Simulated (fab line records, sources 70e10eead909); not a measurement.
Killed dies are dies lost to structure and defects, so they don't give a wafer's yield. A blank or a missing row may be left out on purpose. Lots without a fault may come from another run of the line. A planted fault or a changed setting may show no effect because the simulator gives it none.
A struck lot beside a sound one | flow nand_harc | 17 steps out of a route of 1302
Sound: wafers L158.1, L158.3, L158.4. Struck: wafers L165.1, L165.3, L165.5. The cause comes at the end.
At each step with rows: each side's tool, then ch and its chambers, then its first start. Under that, the readings that differ: sound wafers | struck wafers | difference of the means | sigmas: that difference in standard deviations of wafers without a fault.
alike: readings whose means differ by less than 2 such deviations, and words and numbers that are the same on both sides. not compared: withheld readings, readings that some wafer has no value for, bounds like >300 that may hide the same value, and numbers for which the record gives no deviation and whose values overlap.
The two part at a step that has a row with sigmas, a row that says differs or no value, or rows on one side only. Numbers that don't overlap but have no deviation are shown without sigmas and don't part them. A reading that every wafer of one side lacks parts them only if that side has two wafers or more.

NHARC_A_WL_FILL_INSPECT_15:
  sound on defect_inspect-02, day 26 18:50; struck on defect_inspect-01, day 29 21:54
  reading          | sound       | struck      | difference | sigmas
  raw_defect_count | 674 528 746 | 331 397 387 | -278       | -2
NHARC_A_CONTACT_DEP_24: deposits SiO2, target thk 500 nm.
  sound on pecvd-01 ch 0,1, day 26 18:58; struck on pecvd-04 ch 1,2, day 29 22:04
  reading                  | sound       | struck      | difference | sigmas
  heater_power_outer_w (W) | 497 378 498 | 315 103 120 | -278       | -3
  heater_power_w (W)       | 750 720 778 | 624 281 299 | -348       | -3
  alike: chamber_pressure_Torr, flow_sccm, showerhead_vpp_V, throttle_valve_pct
NHARC_A_CONTACT_DEP_28: deposits aC, target thk 7000 nm.
  sound on acl_dep-03 ch 0, day 26 22:11; struck on acl_dep-02 ch 0, day 29 22:40
  alike: throttle_valve_pct
NHARC_A_CONTACT_DEP_29: deposits SiON, target thk 100 nm.
  sound on pecvd-02 ch 0,1,2, day 27 02:29; struck on pecvd-02 ch 0,2, day 30 02:59
  alike: chamber_pressure_Torr, heater_power_outer_w, heater_power_w, showerhead_vpp_V
then, 7 steps without rows for these wafers: NHARC_A_CONTACT_DEHYDRATE_32 (time 120 s); NHARC_A_CONTACT_HMDS_33 (time 30 s); NHARC_A_CONTACT_COAT_34 (time 75 s); NHARC_A_CONTACT_COAT_35 (time 65 s); NHARC_A_CONTACT_COAT_36 (resist thk 90 nm); NHARC_A_CONTACT_SOFTBAKE_37 (time 55 s); NHARC_A_CONTACT_EBR_38.
NHARC_A_CONTACT_EXPOSE_39: exposes mask A CC 3.
  sound on arfi_scanner-02 ch 0, day 27 02:55; struck on arfi_scanner-02 ch 0, day 30 03:33
  reading              | sound             | struck            | difference | sigmas
  exposure_dose_mJ_cm2 | 58.68 58.76 58.70 | 60.87 60.91 60.93 | +2.19      | +39
  alike: mask
then, 2 steps without rows for these wafers: NHARC_A_CONTACT_PEB_40 (peb time 65 s); NHARC_A_CONTACT_DEVELOP_41 (develop time 35 s).
NHARC_A_CONTACT_CD_MEAS_42: target cd 300 nm.
  sound on cd_sem-01 ch 0, day 27 03:04; struck on cd_sem-01 ch 0, day 30 03:41
  reading    | sound             | struck            | difference | sigmas
  cd_nm (nm) | 300.2 299.8 300.1 | 302.4 302.4 302.8 | +2.5       | +6
NHARC_A_CONTACT_OVL_MEAS_43:
  sound on overlay-02, day 27 03:09; struck on overlay-01, day 30 03:46
  alike: overlay_x_nm, overlay_y_nm
-- the record jumps here: 3 days lie between the struck wafers' starts before and after (it left off in module A_CONTACT and takes up again in module END, whose first step shown is number 1302 of the route) --
NHARC_END_SORT_01:
  sound on prober-02 ch 0, day 30 01:35; struck on prober-02 ch 0, day 33 04:32
  reading             | sound   | struck | difference | sigmas
  killed_at_other     | 0 0 0   | 7 10 5 | +7         | +3
  killed_at_periphery | 9 11 11 | 0 0 1  | -10        | -3
  alike: killed_at_array, killed_dies, killed_open, killed_short

WHERE THEY PART
First at NHARC_A_WL_FILL_INSPECT_15; last, within this record, at NHARC_END_SORT_01.

WHY: what the simulator had put in
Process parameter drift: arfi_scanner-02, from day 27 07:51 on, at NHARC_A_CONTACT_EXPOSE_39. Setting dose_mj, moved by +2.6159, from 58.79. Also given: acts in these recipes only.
